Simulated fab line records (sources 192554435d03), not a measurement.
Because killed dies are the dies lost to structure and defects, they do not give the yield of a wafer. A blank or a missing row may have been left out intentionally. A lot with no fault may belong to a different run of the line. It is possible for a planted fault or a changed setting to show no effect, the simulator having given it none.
Matching of chambers ; flow n5_finfet ; rie_si-03 running N5_DUMMY_GATE_ETCH_32: 4 sister chambers
The step etches SiO2 in CF4, target depth 3.5 nm, time 3.9 s. 14 wafers are shown with their chamber, then 7 later ones without.

== WAFERS WITH THEIR CHAMBER ==
wafer;chamber;drypump_motor_current_A (A);oes_product_au (a.u.)
L075.2;1;5.7;1.008
L075.4;2;5.4;0.985
L075.6;1;5.7;1.008
L081.1;1;5.6;1.008
L081.2;0;5.1;0.980
L081.5;1;5.7;1.006
L086.2;1;5.7;1.006
L086.3;2;5.4;0.967
L086.5;1;5.7;1.008
L089.1;2;5.4;0.989
L089.5;0;5.2;0.982
L089.6;3;5.4;1.007
L090.3;3;5.4;1.025
L090.4;0;5.2;0.983

SIGNATURES (averages over the wafers above)
reading;chamber 0;chamber 1;chamber 2;chamber 3;scatter within a chamber
drypump_motor_current_A;5.167;5.683;5.400;5.400;0.0387
oes_product_au;0.98167;1.00733;0.98033;1.01600;0.00668
Rule: a wafer lies at a distance from a chamber equal to the root of the sum of squares, over the readings, of (its reading less the chamber's mean, divided by the reading's scatter). The wafer belongs to the nearest chamber; if the next one is less than 2 further off, it can't be placed. The scatter: the root of (the sum of the squares of (reading less its chamber's mean) over the shown wafers, divided by (wafers less chambers)).

== WAFERS WHOSE CHAMBER IS MISSING ==
wafer;drypump_motor_current_A (A);oes_product_au (a.u.)
L090.6;5.4;1.027
L091.1;5.2;0.976
L091.5;5.1;0.984
L091.6;5.6;1.009
L096.1;5.7;1.012
L096.4;5.4;1.013
L096.5;5.7;0.998

== EACH ONE'S CHAMBER ==
wafer;from the rows above;in truth
L090.6;3;3
L091.1;0;0
L091.5;0;0
L091.6;1;1
L096.1;1;1
L096.4;3;3
L096.5;1;1
Correctly placed: 7 of 7. Not placeable from these rows: 0. Number placed wrongly: 0.
